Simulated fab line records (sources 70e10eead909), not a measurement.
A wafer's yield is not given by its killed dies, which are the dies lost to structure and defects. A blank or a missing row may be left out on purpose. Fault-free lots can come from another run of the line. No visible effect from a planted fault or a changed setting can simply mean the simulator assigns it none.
fab line records	flow nand-harc	part 1 of 2: steps 1 to 4 of 6
record: lots: 22	wafers: 66	last-day: 33
route steps=1302 shown A_STAIRCASE@652
lots untouched by any fault: they come from a run of this same line in which no faults occurred
start-h: start of the lot's first displayed wafer, in hours after the record's first day	wait-h: time in hours since the lot's previous step	" repeats the value in the row above	L1.1+2: several wafers, shown together as one row	- no value, or no start given	* or withheld: withheld	< > ~ a bound
route shown NAME@n: NAME is a module with steps in the file, n the number in the route of the first one	usual: mean/standard deviation taken from wafers without a fault	same: alike in all rows	chamber/n: place in a boat	sites: the reading at each site	_std_site: the values' standard deviation	_edge_site: inner sites' mean taken away from outer sites' mean	radius-mm: how far each site lies from the wafer's centre	mask NAME#n: copy n	behind: the last tool/chamber to shape the wafer	hold: cause of the lot's hold/its duration in hours/its outcome	device: whichever transistor did not switch (one of n, p or np)	end of line: the tests these same wafers got at the end of their route	a step given without rows: its recipe and nothing more	killed: dies lost to structure and defects at the first sort, not the wafer's yield	map: per-die view of a wafer (x killed, . not killed, _ where there is no die)
set.NAME: the setting that was run; set.NAME@STEP: the one run at that earlier step	model.NAME: the simulator's own value behind a step, which no gauge read
a sample of lots followed through the steps of the route, with each step as a table and each wafer as a row
services: from which hour (start-h, from the record's first day; less than 0 if before it) a tool's chamber was out of use, for how many hours, and why
== steps ==
step: NHARC_A_STAIRCASE_ETCH_170
recipe: target-depth-a: 2000	time-s: 66.667	ion-energy-ev: 250	c4f6-flow-sccm: 25	o2-flow-sccm: 20	ar-flow-sccm: 500	rf-w: 600	bias-w: 500	chemistry: C4F6/O2
usual: drypump-motor-current-A: 5.6/0.57	oes-product-au: 0.973/0.014	rf-vpp-V: 546/3.7	showerhead-plenum-p-Torr: 3.90/0.18	throttle-valve-pct: 26.903/0.0089
lot.wafer	tool	chamber	start-h	wait-h	drypump-motor-current-A	oes-product-au	rf-hours-counter-h	rf-vpp-V	showerhead-plenum-p-Torr	throttle-valve-pct
L074.1	rie-diel-13	3	-	-	5.3	0.974	0	554	4.23	26.895
L074.2	"	0	"	"	6.5	0.995	0	546	3.85	26.907
L074.6	"	3	"	"	5.2	0.977	-	552	4.23	26.908
L075.3	rie-diel-11	2	-	-	5.3	0.978	30	544	3.81	26.922
L075.4	"	0	"	"	6.0	0.967	26	552	4.18	26.899
L075.2	"	1	"	"	6.3	0.976	31	546	3.90	26.899
L076.2	rie-diel-03	1	-	-	4.7	0.986	25	541	3.67	26.911
L076.1	"	2	"	"	5.8	0.965	28	549	3.96	26.902
L076.5	"	2	"	"	5.9	0.972	-	548	3.96	26.897
L077.2	rie-diel-03	2	-	-	5.8	0.964	31	547	3.96	26.910
L077.4	"	2	"	"	5.8	0.959	-	546	3.95	26.886
L077.6	"	0	"	"	5.5	0.978	-	545	3.78	26.888
L079.1	rie-diel-11	1	-	-	6.3	0.968	41	546	3.89	26.908
L079.2	"	2	"	"	5.3	0.997	42	545	3.80	26.904
L079.5	"	3	"	"	6.2	0.957	-	552	4.20	26.903
L078.2	rie-diel-11	2	-	-	5.3	0.983	42	545	3.80	26.894
L078.3	"	3	"	"	6.2	0.961	39	552	4.20	26.914
L078.6	"	3	"	"	6.2	0.945	-	550	4.20	26.921
L080.3	rie-diel-13	3	-	-	5.2	0.984	23	552	4.21	26.915
L080.6	"	0	"	"	6.5	0.996	-	546	3.84	26.889
L080.5	"	1	"	"	4.8	0.965	-	545	3.82	26.905
L081.3	rie-diel-13	3	-	-	5.2	0.973	23	554	4.21	26.897
L081.1	"	0	"	"	6.5	0.980	23	544	3.84	26.908
L081.6	"	3	"	"	5.2	0.968	-	552	4.21	26.916
L082.3	rie-diel-11	2	-	-	5.3	0.987	0	545	3.79	26.902
L082.1	"	1	"	"	6.3	0.958	0	545	3.88	26.901
L082.5	"	3	"	"	6.2	0.950	-	552	4.19	26.917
L083.1	rie-diel-03	0	442.89	0.1	5.5	0.985	39	544	3.77	26.910
L083.2	"	1	"	"	4.7	0.984	39	541	3.66	26.894
L083.5	"	0	"	"	5.5	0.992	-	542	3.77	26.904
L085.3	rie-diel-13	0	-	-	6.5	0.975	38	544	3.83	26.912
L085.5	"	3	"	"	5.3	0.966	-	553	4.20	26.911
L085.6	"	0	"	"	6.5	0.960	-	546	3.83	26.896
L084.3	rie-diel-11	2	-	-	5.3	0.994	6	544	3.79	26.900
L084.6	"	3	"	"	6.2	0.968	-	550	4.19	26.902
L084.5	"	0	"	"	6.0	0.972	-	552	4.16	26.898
L086.2	rie-diel-11	2	-	-	5.3	0.985	12	542	3.79	26.896
L086.3	"	3	"	"	6.2	0.959	12	553	4.18	26.901
L086.6	"	1	"	"	6.3	0.982	-	545	3.87	26.897
L089.1	rie-diel-13	3	-	-	5.2	0.984	58	552	4.19	26.902
L089.4	"	0	"	"	6.5	1.003	50	546	3.83	26.898
L089.3	"	1	"	"	4.8	0.979	57	543	3.80	26.884
L088.4	rie-diel-13	3	-	-	5.2	0.965	58	550	4.19	26.906
L088.6	"	0	"	"	6.5	0.973	-	545	3.83	26.910
L088.5	"	1	"	"	4.8	0.952	-	544	3.80	26.899
L091.2	rie-diel-11	1	-	-	6.3	0.958	26	546	3.87	26.896
L091.3	"	2	"	"	5.3	0.993	26	544	3.78	26.905
L091.6	"	2	"	"	5.3	0.997	-	544	3.78	26.912
L092.1	rie-diel-03	2	-	-	5.8	0.966	11	547	3.95	26.893
L092.6	"	2	"	"	5.9	0.960	-	547	3.95	26.886
L092.5	"	3	"	"	5.8	0.990	-	547	3.98	26.898
L093.3	rie-diel-03	2	-	-	5.9	0.954	11	550	3.95	26.893
L093.2	"	3	"	"	5.8	0.973	26	547	3.98	26.904
L093.5	"	2	"	"	5.8	0.961	-	548	3.95	26.896
L094.1	rie-diel-03	2	-	-	5.9	0.974	15	548	3.95	26.922
L094.3	"	3	"	"	5.9	0.993	29	549	3.98	26.889
L094.6	"	1	"	"	4.7	0.965	-	542	3.64	26.896
L095.4	rie-diel-03	1	-	-	4.7	0.987	32	541	3.64	26.900
L095.1	"	0	"	"	5.4	0.990	32	543	3.75	26.899
L095.5	"	1	"	"	4.7	0.981	-	541	3.64	26.904
L096.1	rie-diel-11	2	-	-	5.3	1.000	42	543	3.77	26.913
L096.3	"	3	"	"	6.2	0.974	47	551	4.16	26.907
L096.4	"	1	"	"	6.3	0.978	43	545	3.86	26.894
L097.2	rie-diel-13	1	-	-	4.8	0.955	16	546	3.79	26.898
L097.4	"	0	"	"	6.5	0.978	18	544	3.81	26.915
L097.5	"	2	"	"	5.6	0.972	-	544	3.75	26.898
step: NHARC_A_STAIRCASE_TRIM_14
recipe: time-s: 211.2	o2-flow-sccm: 500	ar-flow-sccm: 0	bias-w: 0	chemistry: O2
usual: drypump-motor-current-A: 5.6/0.57	oes-product-au: 1.000/0.011	rf-vpp-V: 57.8/0.95	showerhead-plenum-p-Torr: 3.50/0.16	throttle-valve-pct: 17.037/0.01
lot.wafer	tool	chamber	start-h	wait-h	drypump-motor-current-A	oes-product-au	rf-hours-counter-h	rf-vpp-V	showerhead-plenum-p-Torr	throttle-valve-pct
L074.2	rie-diel-03	1	-	-	4.7	1.008	20	57.7	3.30	17.021
L074.1	"	2	"	"	5.8	0.990	22	56.9	3.56	17.024
L074.6	"	0	"	"	5.4	1.008	-	58.3	3.40	17.042
L075.3	rie-diel-13	1	-	-	4.8	0.990	0	58.3	3.45	17.057
L075.2	"	2	"	"	5.6	1.010	0	57.5	3.41	17.020
L075.4	"	3	"	"	5.3	0.996	0	57.3	3.81	17.031
L076.2	rie-diel-03	2	-	-	5.8	0.991	28	58.7	3.56	17.032
L076.1	"	1	"	"	4.7	1.000	26	57.1	3.29	17.029
L076.5	"	1	"	"	4.7	1.013	-	57.1	3.29	17.028
L077.2	rie-diel-13	1	-	-	4.8	0.969	8	58.9	3.44	17.041
L077.4	"	2	"	"	5.6	0.992	10	56.9	3.41	17.040
L077.6	"	1	"	"	4.8	0.985	-	56.9	3.44	17.047
L079.2	rie-diel-13	2	-	-	5.7	1.000	14	56.1	3.41	17.029
L079.1	"	3	"	"	5.2	0.994	14	58.2	3.80	17.045
L079.5	"	1	"	"	4.8	0.998	-	58.5	3.44	17.036
L078.2	rie-diel-13	1	-	-	4.8	0.996	12	57.3	3.44	17.040
L078.3	"	3	"	"	5.3	1.020	14	57.4	3.80	17.045
L078.6	"	0	"	"	6.5	1.018	-	59.3	3.46	17.052
L080.3	rie-diel-11	3	-	-	6.2	0.993	51	59.1	3.78	17.029
L080.6	"	2	"	"	5.3	1.022	-	58.6	3.41	17.041
L080.5	"	3	"	"	6.2	0.989	-	59.2	3.78	17.039
L081.3	rie-diel-03	1	-	-	4.7	1.004	32	56.2	3.29	17.026
L081.1	"	3	"	"	5.9	1.016	18	59.2	3.60	17.056
L081.6	"	0	"	"	5.4	1.014	-	58.0	3.39	17.028
L082.1	rie-diel-13	0	-	-	6.5	1.009	35	58.5	3.45	17.033
L082.3	"	1	"	"	4.8	0.989	42	58.7	3.42	17.040
L082.5	"	3	"	"	5.3	1.005	-	59.2	3.78	17.037
L083.2	rie-diel-13	1	-	-	4.8	0.996	43	58.8	3.42	17.034
L083.1	"	2	"	"	5.6	0.997	43	55.9	3.39	17.035
L083.5	"	0	"	"	6.5	1.014	-	56.1	3.45	17.045
L085.3	rie-diel-13	2	-	-	5.6	1.014	45	58.0	3.39	17.044
L085.6	"	2	"	"	5.6	0.999	-	57.8	3.39	17.038
L085.5	"	3	"	"	5.3	1.016	-	57.8	3.78	17.033
L084.3	rie-diel-13	1	-	-	4.8	0.993	45	58.7	3.42	17.043
L084.5	"	2	"	"	5.7	1.001	-	56.7	3.39	17.062
L084.6	"	3	"	"	5.3	0.996	-	57.3	3.78	17.027
L086.2	rie-diel-03	1	-	-	4.7	0.998	5	58.3	3.28	17.036
L086.3	"	0	"	"	5.4	0.982	5	57.3	3.38	17.035
L086.6	"	0	"	"	5.4	1.002	-	57.2	3.38	17.039
L089.4	rie-diel-11	3	-	-	6.2	0.986	16	58.2	3.77	17.041
L089.3	"	1	"	"	6.3	0.986	16	58.0	3.48	17.044
L089.1	"	2	"	"	5.3	1.003	15	58.3	3.40	17.038
L088.5	rie-diel-03	0	-	-	5.4	0.986	-	56.1	3.38	17.017
L088.6	"	1	"	"	4.7	1.002	-	56.7	3.28	17.059
L088.4	"	3	"	"	5.9	1.002	-	57.5	3.59	17.041
L091.3	rie-diel-13	2	-	-	5.6	1.007	0	59.0	3.38	17.039
L091.2	"	1	"	"	4.8	0.992	0	57.9	3.41	17.038
L091.6	"	2	"	"	5.6	1.001	-	58.9	3.38	17.030
L092.1	rie-diel-03	3	-	-	5.8	1.016	27	58.4	3.58	17.054
L092.5	"	0	"	"	5.5	1.012	-	58.0	3.37	17.020
L092.6	"	1	"	"	4.7	0.995	-	55.9	3.27	17.059
L093.3	rie-diel-11	2	-	-	5.3	1.004	30	58.2	3.39	17.027
L093.2	"	3	"	"	6.2	0.995	34	57.2	3.76	17.027
L093.5	"	0	"	"	6.0	0.993	-	58.5	3.73	17.030
L094.1	rie-diel-03	2	-	-	5.9	1.001	15	58.2	3.55	17.044
L094.3	"	3	"	"	5.9	1.015	30	58.5	3.58	17.055
L094.6	"	3	"	"	5.9	1.015	-	58.5	3.58	17.036
L095.4	rie-diel-11	1	-	-	6.3	0.988	39	58.6	3.47	17.019
L095.1	"	2	"	"	5.3	1.009	38	58.5	3.39	17.017
L095.5	"	1	"	"	6.3	0.973	-	58.1	3.47	17.037
L096.4	rie-diel-11	3	-	-	6.2	0.997	48	58.6	3.75	17.054
L096.1	"	0	"	"	6.0	0.999	47	58.4	3.72	17.038
L096.3	"	1	"	"	6.3	0.980	43	59.2	3.47	17.048
L097.4	rie-diel-03	0	-	-	5.4	0.983	38	57.0	3.36	17.039
L097.2	"	1	"	"	4.7	1.003	38	57.6	3.26	17.033
L097.5	"	0	"	"	5.4	0.998	-	57.3	3.36	17.028
step: NHARC_A_STAIRCASE_STRIP_175
recipe: power-w: 1500	temp-c: 250	chemistry: O2
usual: drypump-motor-current-A: 5.7/0.52	heater-power-w: 308/31
lot.wafer	tool	chamber	start-h	wait-h	drypump-motor-current-A	heater-power-w	rf-hours-counter-h
L074.1	plasma-asher-01	1	356.79	0.1	5.8	326	1
L074.2	"	0	"	"	4.8	329	1
L074.6	"	1	"	"	5.9	319	-
L075.2	plasma-asher-02	1	357.05	0.2	6.2	313	19
L075.4	"	0	"	"	5.9	258	-
L075.3	"	1	"	"	6.2	307	-
L076.2	plasma-asher-01	1	371.64	0.1	5.9	328	5
L076.1	"	0	"	"	4.8	316	5
L076.5	"	0	"	"	4.8	326	-
L077.2	plasma-asher-02	0	379.67	0.1	5.9	258	24
L077.4	"	1	"	"	6.2	317	-
L077.6	"	0	"	"	5.9	258	-
L079.2	plasma-asher-01	0	395.76	0.3	4.8	329	9
L079.1	"	1	"	"	5.9	327	9
L079.5	"	1	"	"	5.9	324	-
L078.2	plasma-asher-01	0	396.04	0.4	4.8	339	9
L078.3	"	1	"	"	5.8	328	-
L078.6	"	0	"	"	4.8	324	-
L080.3	plasma-asher-01	1	416.07	0.2	5.9	324	-
L080.5	"	1	"	"	5.8	334	-
L080.6	"	0	"	"	4.8	325	-
L081.1	plasma-asher-02	0	416.42	0.1	5.9	257	32
L081.3	"	0	"	"	5.9	260	-
L081.6	"	1	"	"	6.2	306	-
L082.1	plasma-asher-01	0	447.19	0.1	4.8	327	19
L082.3	"	0	"	"	4.8	327	-
L082.5	"	1	"	"	5.8	328	-
L083.1	plasma-asher-02	1	447.69	0.1	6.2	337	2
L083.2	"	0	"	"	5.9	260	2
L083.5	"	0	"	"	5.9	260	-
L085.3	plasma-asher-02	1	456.84	0.2	6.2	332	-
L085.6	"	0	"	"	5.9	251	-
L085.5	"	1	"	"	6.2	336	-
L084.3	plasma-asher-02	1	457.12	0.2	6.2	323	-
L084.6	"	0	"	"	5.9	255	-
L084.5	"	1	"	"	6.2	332	-
L086.2	plasma-asher-02	1	482.15	0.1	6.2	319	10
L086.3	"	0	"	"	5.9	262	-
L086.6	"	0	"	"	5.9	253	-
L089.1	plasma-asher-02	1	496.89	0.2	6.1	319	13
L089.3	"	0	"	"	5.9	250	-
L089.4	"	1	"	"	6.2	328	-
L088.4	plasma-asher-02	0	497.22	0.3	5.9	258	-
L088.6	"	0	"	"	5.9	262	-
L088.5	"	1	"	"	6.2	329	-
L091.2	plasma-asher-01	0	531.93	0.1	4.8	332	0
L091.3	"	1	"	"	5.9	333	-
L091.6	"	0	"	"	4.8	321	-
L092.1	plasma-asher-01	1	537.49	0.1	5.9	324	2
L092.6	"	0	"	"	4.8	322	-
L092.5	"	1	"	"	5.9	333	-
L093.2	plasma-asher-02	0	537.77	0.1	5.9	255	22
L093.3	"	0	"	"	5.9	260	-
L093.5	"	0	"	"	5.9	258	-
L094.1	plasma-asher-01	1	550.54	0.1	5.9	333	5
L094.3	"	0	"	"	4.8	321	-
L094.6	"	0	"	"	4.8	324	-
L095.1	plasma-asher-02	1	568.24	0.1	6.2	325	28
L095.4	"	1	"	"	6.2	330	-
L095.5	"	0	"	"	5.9	255	-
L096.1	plasma-asher-02	1	577.06	0.1	6.2	322	31
L096.4	"	0	"	"	5.9	259	-
L096.3	"	1	"	"	6.2	334	-
L097.2	plasma-asher-01	0	586.65	0.1	4.8	325	11
L097.4	"	0	"	"	4.8	321	-
L097.5	"	0	"	"	4.8	321	-
step: NHARC_A_STAIRCASE_DESCUM_186
recipe: time-s: 3	o2-flow-sccm: 200	ar-flow-sccm: 0	bias-power-w: 0	chemistry: O2
usual: drypump-motor-current-A: 5.7/0.54	oes-product-au: 1.001/0.01	rf-vpp-V: 57.7/0.9	showerhead-plenum-p-Torr: 1.91/0.098	throttle-valve-pct: 11.311/0.0086
lot.wafer	tool	chamber	start-h	wait-h	drypump-motor-current-A	oes-product-au	rf-hours-counter-h	rf-vpp-V	showerhead-plenum-p-Torr	throttle-valve-pct
L074.2	rie-diel-11	1	358.30	-	6.3	0.997	32	58.7	1.90	11.297
L074.1	"	2	"	"	5.3	1.026	32	58.9	1.85	11.309
L074.6	"	0	"	"	6.0	1.000	-	57.7	2.05	11.320
L075.3	rie-diel-11	1	358.60	-	6.3	1.006	32	56.7	1.90	11.321
L075.2	"	2	"	"	5.3	1.020	32	58.0	1.85	11.293
L075.4	"	3	"	"	6.2	1.005	29	57.4	2.07	11.313
L076.1	rie-diel-13	1	373.16	-	4.8	0.988	6	58.9	1.86	11.310
L076.2	"	0	"	"	6.5	1.011	6	57.2	1.87	11.309
L076.5	"	1	"	"	4.8	0.983	-	58.0	1.86	11.308
L077.4	rie-diel-11	1	381.19	-	6.3	1.010	39	57.6	1.90	11.309
L077.2	"	3	"	"	6.2	1.000	37	58.4	2.06	11.308
L077.6	"	1	"	"	6.3	0.999	-	57.4	1.90	11.316
L079.1	rie-diel-11	0	397.62	-	6.0	1.014	42	57.7	2.04	11.308
L079.2	"	1	"	"	6.3	0.998	45	57.2	1.89	11.303
L079.5	"	3	"	"	6.2	0.999	-	58.4	2.06	11.317
L078.3	rie-diel-11	1	397.66	-	6.3	1.002	45	57.5	1.89	11.310
L078.2	"	2	"	"	5.3	1.016	47	56.9	1.85	11.311
L078.6	"	2	"	"	5.3	1.015	-	58.2	1.85	11.310
L080.3	rie-diel-03	1	417.38	-	4.7	1.001	32	56.2	1.78	11.323
L080.6	"	0	"	"	5.4	1.016	-	56.8	1.83	11.322
L080.5	"	1	"	"	4.7	0.996	-	57.0	1.78	11.307
L081.1	rie-diel-11	0	417.90	-	6.0	1.005	49	58.6	2.04	11.303
L081.3	"	3	"	"	6.2	0.999	53	57.1	2.06	11.312
L081.6	"	1	"	"	6.3	0.992	-	56.8	1.89	11.296
L082.3	rie-diel-11	0	448.65	-	6.0	1.001	2	58.9	2.04	11.308
L082.1	"	3	"	"	6.2	0.976	2	58.6	2.06	11.302
L082.5	"	1	"	"	6.3	0.991	-	57.3	1.89	11.305
L083.2	rie-diel-03	0	449.22	-	5.4	1.005	43	56.0	1.83	11.304
L083.1	"	1	"	"	4.7	0.999	43	56.0	1.77	11.320
L083.5	"	1	"	"	4.7	1.003	-	57.1	1.77	11.317
L085.3	rie-diel-11	1	458.22	-	6.3	1.000	6	55.8	1.89	11.330
L085.5	"	1	"	"	6.3	0.996	-	57.2	1.89	11.311
L085.6	"	2	"	"	5.3	1.020	-	57.1	1.84	11.312
L084.3	rie-diel-13	2	458.54	-	5.6	1.001	47	57.7	1.83	11.323
L084.6	"	3	"	"	5.2	1.001	-	60.2	2.06	11.318
L084.5	"	0	"	"	6.5	1.015	-	57.5	1.86	11.288
L086.2	rie-diel-03	1	483.77	-	4.7	0.998	7	56.4	1.77	11.304
L086.3	"	3	"	"	5.8	1.004	7	58.6	1.95	11.317
L086.6	"	3	"	"	5.8	1.006	-	58.3	1.95	11.315
L089.4	rie-diel-11	1	498.46	-	6.3	0.995	17	57.8	1.88	11.318
L089.3	"	2	"	"	5.3	0.998	16	56.4	1.84	11.311
L089.1	"	3	"	"	6.2	0.992	16	58.7	2.05	11.322
L088.4	rie-diel-13	3	498.65	-	5.3	0.988	60	60.1	2.06	11.313
L088.5	"	2	"	"	5.7	1.004	-	56.6	1.83	11.310
L088.6	"	3	"	"	5.3	1.003	-	59.7	2.06	11.308
L091.3	rie-diel-11	0	533.33	-	6.0	0.986	32	58.0	2.03	11.331
L091.2	"	1	"	"	6.3	0.996	30	58.2	1.88	11.301
L091.6	"	2	"	"	5.3	1.004	-	57.4	1.83	11.309
L092.1	rie-diel-13	3	538.97	-	5.2	0.996	4	59.0	2.05	11.305
L092.5	"	2	"	"	5.6	1.013	-	57.3	1.82	11.313
L092.6	"	3	"	"	5.2	1.008	-	57.5	2.05	11.303
L093.2	rie-diel-13	2	539.23	-	5.6	0.995	4	56.4	1.82	11.317
L093.3	"	0	"	"	6.5	1.001	3	57.5	1.86	11.305
L093.5	"	2	"	"	5.6	1.001	-	58.3	1.82	11.326
L094.3	rie-diel-13	2	551.87	-	5.6	0.997	7	57.8	1.82	11.310
L094.1	"	0	"	"	6.5	1.007	7	57.1	1.86	11.310
L094.6	"	3	"	"	5.2	0.995	-	58.3	2.05	11.330
L095.4	rie-diel-13	1	569.79	-	4.8	0.989	12	58.0	1.84	11.312
L095.1	"	2	"	"	5.7	0.990	13	58.7	1.82	11.303
L095.5	"	1	"	"	4.8	0.985	-	56.3	1.84	11.318
L096.4	rie-diel-03	3	578.52	-	5.8	0.998	33	56.8	1.94	11.319
L096.1	"	0	"	"	5.4	0.995	34	58.3	1.82	11.309
L096.3	"	2	"	"	5.8	0.989	19	56.4	1.92	11.321
L097.2	rie-diel-11	0	588.05	-	6.0	1.005	50	57.4	2.02	11.329
L097.4	"	1	"	"	6.3	0.987	49	58.2	1.87	11.298
L097.5	"	3	"	"	6.2	0.996	-	58.4	2.04	11.308
